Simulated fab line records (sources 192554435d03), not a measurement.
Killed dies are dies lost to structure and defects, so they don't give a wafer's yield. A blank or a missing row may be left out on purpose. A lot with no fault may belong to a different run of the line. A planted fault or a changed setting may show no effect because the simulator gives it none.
A struck lot beside a sound one | flow n5 finfet | 19 out of 1938 route steps
Sound: these wafers, L391.1, L391.3, L391.6. Struck: wafer L404.2. (L404.4, L404.5 of the same lot were not struck and are left out.) The cause comes at the end.
Order at every step that has rows: each side's tool, ch and its chambers, its first start. Under that, the readings that differ: sound wafers | struck wafers | difference of the means | sigmas: that difference in standard deviations of wafers without a fault.
alike: words and numbers the same on both sides, and readings whose means are apart by under 2 such deviations; not compared: readings that were withheld, readings missing a value for some wafer, numbers with overlapping values and no deviation given by the record, and bounds like >300 which may hide the same value.
A row with sigmas, a row that says differs or no value, or rows on one side alone: a step with any of these is where the two part. Numbers that have no deviation but don't overlap get no sigmas and don't part them. A reading missing from all wafers of one side parts the sides only when that side holds two or more wafers.

N5_START_INSPECT_01: inspects for defects (unpatterned scan).
  sound on defect inspect-01 at day 1 18:02; struck on defect inspect-02 at day 5 00:02
  alike: raw defect count
then, 2 steps without rows for these wafers: N5_ZERO_LAYER_PRECLEAN_00 (cleans in SPM, time 600 s); N5_ZERO_LAYER_SRD_01 (time 30 s, dry time 30 s).
N5_ZERO_LAYER_PECVD_02: deposits SiO2 from SiH4/N2O, target thk 10 nm, time 6 s.
  sound on pecvd-04 ch 0,1, day 1 18:17; struck on pecvd-04 ch 0, day 5 00:17
  alike: heater power w, showerhead plenum p Torr
then, 4 steps without rows for these wafers: N5_ZERO_LAYER_HMDS_04 (time 60 s); N5_ZERO_LAYER_COAT_05 (resist thk 1000 nm); N5_ZERO_LAYER_EBR_07; N5_ZERO_LAYER_SOFTBAKE_06 (time 90 s).
N5_ZERO_LAYER_EXPOSE_08: exposes mask ZERO, defocus 0 nm, target cd 2000 nm.
  sound on krf scanner-01 ch 0, day 1 18:35; struck on krf scanner-01 ch 0, day 5 00:36
  alike: mask
then, 3 steps without rows for these wafers: N5_ZERO_LAYER_PEB_09; N5_ZERO_LAYER_DEVELOP_10 (develop time 60 s); N5_ZERO_LAYER_HARDBAKE_23 (time 120 s).
N5_ZERO_LAYER_CD_MEAS_11: target cd 2000 nm.
  sound on cd sem-03 ch 0, day 1 18:46; struck on cd sem-03 ch 0, day 5 00:46
  alike: cd nm
N5_ZERO_LAYER_DESCUM_16: chemistry O2, time 7.9 s.
  sound on rie diel-02 ch 1,2,3, day 1 18:49; struck on rie diel-02 ch 1, day 5 00:48
  alike: drypump motor current A, oes product au, rf vpp V, showerhead plenum p Torr, throttle valve pct
  not compared: rf hours counter h, model.ZERO_LAYER.cd nm
N5_ZERO_LAYER_ETCH_17: etches SiO2 in CF4, target depth 12 nm, time 13.3 s.
  sound on rie diel-02 ch 1,2,3, day 1 18:50; struck on rie diel-02 ch 1, day 5 00:50
  alike: drypump motor current A, oes product au, rf vpp V, showerhead plenum p Torr, throttle valve pct
  not compared: rf hours counter h
N5_ZERO_LAYER_ETCH_18: etches Si in HBr/Cl2, target depth 120 nm, time 40 s.
  sound on rie si-01 ch 0,1,3, day 1 18:55; struck on rie si-02 ch 1, day 5 00:55
  reading                     | sound             | struck | difference | sigmas
  oes product au (a.u.)       | 1.013 1.019 0.959 | 1.039  | +0.042     | +2
  model.ZERO_LAYER.cd nm (nm) | 2001 2003 2000    | 2005   | +4         |
  alike: drypump motor current A, throttle valve pct
  not compared: rf hours counter h
N5_ZERO_LAYER_STRIP_24: strips in O2.
  sound on plasma asher-01 ch 0,1, day 1 19:01; struck on plasma asher-01 ch 0, day 5 01:01
  alike: drypump motor current A, heater power w, oes product au, strip time to endpoint s
  not compared: rf hours counter h
-- here the record skips 8 days between the struck wafers' starts before and after, leaving off in module ZERO_LAYER and picking up in module BEOL_M4 (first step shown: number 1111 of the route) --
N5_BEOL_M4_RC_MEAS_101:
  sound on prober-02 ch 0, day 9 01:44; struck on prober-02 ch 0, day 13 10:04
  reading       | sound          | struck | difference | sigmas
  ION_P (uA/um) | 449 448 451    | 467    | +18        | +2
  SS_N (mV/dec) | 72.3 71.9 72.2 | 70.8   | -1.3       | -2
  alike: DIBL_N, DIBL_P, IOFF_N, IOFF_P, ION_N, SS_P, VT_N, VT_P
-- record jumps: 4 days separate the struck wafers' starts on either side; left off in module BEOL_M4, taken up again in module PASSIVATION, whose first shown step is the route's number 1936 --
N5_PASSIVATION_PROBE_49:
  sound on prober-02 at day 13 06:49; struck on prober-01 at day 17 17:31
  reading     | sound    | struck | difference | sigmas
  killed open | 71 86 65 | 42     | -32        | -2
  alike: defect limited yield, killed_at_M0_to_M3, killed_at_M4_up, killed at contacts, killed at front end, killed at other, killed dies, killed short, sort_bin_5_function, sort_bin_6_memory, sort n pass, sort yield pct

WHERE THEY PART
Earliest at N5_ZERO_LAYER_ETCH_18; latest, in this record, at N5_PASSIVATION_PROBE_49.

WHY: what the simulator had put in
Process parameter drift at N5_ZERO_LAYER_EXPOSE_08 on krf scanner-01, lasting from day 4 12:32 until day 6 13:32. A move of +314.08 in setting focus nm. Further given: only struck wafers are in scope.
